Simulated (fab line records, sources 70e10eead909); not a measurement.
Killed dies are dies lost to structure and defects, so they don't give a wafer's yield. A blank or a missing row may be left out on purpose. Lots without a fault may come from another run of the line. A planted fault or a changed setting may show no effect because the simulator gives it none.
Problem report in the 8D (eight disciplines) form, filled by code | flow nand_harc | the parts of the form that need people (team, actions taken, sign-off) are left out

1. THE PROBLEM
killed_at_periphery at NHARC_END_SORT_01 reads a mean of 618.0 on 3 wafers of 2 lots; wafers without a fault read 3.7 with a standard deviation of 2.6. That is +99 or more standard deviations from the usual mean.
First seen on wafer L389.1, day 30 17:49, on prober-02. The record holds 6 wafers of 2 lots with a number at this step. Rule for "out", or "out of limits": more than 4 standard deviations from the usual mean. The other wafers with a number count as sound.

2. WHAT IT IS AND WHAT IT IS NOT
question                    | is                                                     | is not
which readings at this step | killed_at_periphery, defect_limited_yield, killed_dies | killed_at_array, killed_at_other, killed_short
which lots                  | L389, L391                                             | -
which wafers of those lots  | L389.1, L391.1, L391.5                                 | L389.3, L389.6, L391.2
read on which gauges        | prober-02                                              | -
when                        | from day 30 17:49                                      | up to then (0 sound wafers); but 3 sound wafers of L389, L391 came after

3. SUSPECTS, AND WHAT RULES EACH OUT
Counting: a tool at a process step up to the reading stays a suspect if it ran every lot that is out. Sound lots after the first of them don't rule it out here, since some wafers of a struck lot are sound.
- the gauge at NHARC_END_SORT_01: kept. All the wafers that are out were read on prober-02, and no step on other tools shows them out.
- pvd_sputter-01 at NHARC_P_M2_PVD_21 (deposits Cu, target thk 30 nm, time 20.49 s): kept. It ran every lot that is out, first L389 (day 13 06:18).
- rie_diel-10 at NHARC_THIN_TSV_DESCUM_14 (chemistry O2, time 3 s): kept. It ran every lot that is out, first L389 (day 30 02:17).
- rie_si-03 at NHARC_THIN_TSV_ETCH_15 (target depth 3000 nm, bosch target overetch cycles 2, bosch etch step 2.8 s): kept. It ran every lot that is out, first L389 (day 30 02:58).
- rie_diel-10 at NHARC_THIN_TSV_ETCHBACK_48 (etches the open film in C4F8/Ar, target depth 1028.5 nm, time 405.17 s): kept. It ran every lot that is out, first L389 (day 30 04:30).
Left after counting: pvd_sputter-01 at NHARC_P_M2_PVD_21, rie_diel-10 at NHARC_THIN_TSV_DESCUM_14, rie_si-03 at NHARC_THIN_TSV_ETCH_15, rie_diel-10 at NHARC_THIN_TSV_ETCHBACK_48, prober-02 at NHARC_END_SORT_01.

4. THE CAUSE (what the simulator had put in)
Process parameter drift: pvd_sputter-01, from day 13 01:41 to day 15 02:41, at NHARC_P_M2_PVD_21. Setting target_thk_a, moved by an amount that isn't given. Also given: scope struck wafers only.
Counting left 5 suspects, and this tool is among them.

5. THE CHAIN OF EFFECTS, in route order
Each row: a reading whose mean over the struck wafers that have a number lies more than 3 standard deviations from the usual. Only readings for which the record gives a usual standard deviation are gone through. hours: the time from each lot's start at the first step in this table that gives one to its start at this step, as a median over the lots. sigmas: the change in usual standard deviations.
hours | step              | reading              | usual  | on struck wafers | change | sigmas
0     | NHARC_END_SORT_01 | defect_limited_yield | 90.2 % | 0.0              | -90.2  | -39
0     | NHARC_END_SORT_01 | killed_at_periphery  | 3.7    | 618.0            | +614.3 | +99 or more
0     | NHARC_END_SORT_01 | killed_dies          | 66     | 677              | +611   | +41

6. WHAT WOULD HAVE CAUGHT IT SOONER
In this record the first reading out of limits at a measuring or inspecting step was taken at day 30 17:49, 424 hours after the fault began at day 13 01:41.
Of the tool readings at NHARC_P_M2_PVD_21 for which the record gives a usual standard deviation, none was out on any struck wafer, so an alarm limit of 4 standard deviations on them would not have fired.
All the lots that are out (2) had begun NHARC_P_M2_PVD_21 on pvd_sputter-01 by day 30 17:49. A hold on the tool at that time would have spared none of them.
